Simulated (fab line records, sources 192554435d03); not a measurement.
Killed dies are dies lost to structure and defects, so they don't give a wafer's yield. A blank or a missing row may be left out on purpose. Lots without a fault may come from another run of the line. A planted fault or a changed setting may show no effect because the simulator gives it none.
Which tool did it? | flow n5_finfet | 24 lots, 72 wafers sampled, at 2 steps of a route of 1938

WHAT THE GAUGES READ, wafer by wafer
N5_DUMMY_GATE_CD_MEAS_15: target cd 25.8 nm. Usual: cd_nm 24.95 nm, standard deviation 0.25.
lot  | measured    | on        | cd_nm (nm)        | flag
L074 | day 3 03:42 | cd_sem-03 | 25.14 25.13 24.90 |
L075 | day 3 06:08 | cd_sem-02 | 25.02 25.08 24.57 |
L076 | day 3 11:38 | cd_sem-02 | 24.60 24.85 24.93 |
L077 | day 3 16:45 | cd_sem-02 | 25.08 25.25 24.94 |
L078 | day 3 23:19 | cd_sem-02 | 25.51 24.95 25.24 |
L079 | day 4 05:19 | cd_sem-02 | 25.39 24.74 24.86 |
L080 | day 4 09:49 | cd_sem-02 | 24.89 24.67 24.83 |
L081 | day 4 16:05 | cd_sem-02 | 25.13 25.12 24.81 |
L082 | day 4 20:38 | cd_sem-01 | 24.58 25.57 24.95 |
L083 | day 5 12:58 | cd_sem-03 | 25.02 25.03 24.88 |
L084 | day 5 15:46 | cd_sem-02 | 25.16 25.22 25.43 |
L087 | day 6 10:02 | cd_sem-02 | 25.15 25.13 25.17 |
L085 | day 6 10:55 | cd_sem-01 | 25.11 25.08 24.64 |
L086 | day 6 16:46 | cd_sem-01 | 24.88 24.75 25.17 |
L088 | day 6 22:57 | cd_sem-01 | 25.21 25.06 25.04 |
L089 | day 7 02:51 | cd_sem-03 | 24.87 24.89 24.94 |
L091 | day 7 06:47 | cd_sem-03 | 24.73 24.89 24.89 |
L090 | day 7 06:57 | cd_sem-01 | 25.04 24.79 25.07 |
L092 | day 7 14:50 | cd_sem-01 | 24.67 24.81 24.86 |
L093 | day 7 16:20 | cd_sem-01 | 25.19 25.00 24.98 |
L094 | day 7 22:39 | cd_sem-02 | 25.31 25.25 25.02 |
L095 | day 8 03:43 | cd_sem-01 | 24.83 24.64 24.90 |
L096 | day 8 09:00 | cd_sem-03 | 24.98 24.59 24.74 |
L097 | day 8 17:55 | cd_sem-01 | 24.79 24.34 24.59 |

N5_DUMMY_GATE_OVL_MEAS_16. Usual: GATE_OVL 0.1 nm, standard deviation 0.65.
lot  | measured    | on         | GATE_OVL (nm)  | flag
L074 | day 3 03:44 | overlay-01 | 0.4 -0.1 0.6   |
L075 | day 3 06:11 | overlay-02 | 0.2 -0.7 -0.4  |
L076 | day 3 11:41 | overlay-01 | 0.9 0.7 0.8    |
L077 | day 3 16:48 | overlay-01 | -0.1 -0.1 -1.1 |
L078 | day 3 23:22 | overlay-02 | 0.5 0.0 -0.2   |
L079 | day 4 05:21 | overlay-02 | -0.9 -0.1 -0.1 |
L080 | day 4 09:51 | overlay-01 | 0.7 1.2 0.8    |
L081 | day 4 16:08 | overlay-01 | -0.9 -1.0 -0.8 |
L082 | day 4 20:40 | overlay-02 | 0.4 1.8 0.6    |
L083 | day 5 13:00 | overlay-01 | 0.1 -0.1 -0.5  |
L084 | day 5 15:49 | overlay-02 | 0.6 0.9 1.1    |
L087 | day 6 10:05 | overlay-01 | 0.0 0.7 0.3    |
L085 | day 6 10:57 | overlay-02 | -0.1 0.6 0.0   |
L086 | day 6 16:49 | overlay-02 | 0.6 -0.2 0.2   |
L088 | day 6 22:59 | overlay-01 | -0.5 -0.2 0.3  |
L089 | day 7 02:53 | overlay-01 | 1.3 0.1 0.6    |
L091 | day 7 06:49 | overlay-02 | 0.9 -0.2 -0.1  |
L090 | day 7 06:59 | overlay-02 | 0.4 0.6 -0.2   |
L092 | day 7 14:53 | overlay-02 | -0.9 -1.2 -1.2 |
L093 | day 7 16:23 | overlay-01 | -0.2 -0.5 0.1  |
L094 | day 7 22:41 | overlay-02 | 0.1 -1.1 0.3   |
L095 | day 8 03:46 | overlay-02 | 0.5 0.1 0.3    |
L096 | day 8 09:02 | overlay-01 | 0.9 -0.2 0.8   |
L097 | day 8 17:58 | overlay-02 | 0.9 0.0 -0.1   |

WHICH TOOL RAN EACH LOT (tool, then ch and the chambers of the sampled wafers, then the start)
The record holds no process step before these readings.

WHAT THE TOOLS THEMSELVES READ (means of the sampled wafers that have a number; where no wafer has one, the mark that the record gives instead)
The record holds no such reading with a usual standard deviation.

THE ANSWER, worked out from the rows above alone
Rule: a lot is off if the mean of its wafers that have a number lies more than 3 standard deviations from the usual mean. A lot without any number at a reading at which 4 lots or more have one is off too. The other lots that the step has rows for count as sound. The gauges are gone through in route order, then the tools' own readings, and for those a lot's mean is taken as printed above. The first step at which some lot is off is used, and at that step the reading that is off furthest; a lot without a number counts as furthest.
No lot is off at any reading shown: from this, nothing can be told.

WHAT THE SIMULATOR HAD PUT IN
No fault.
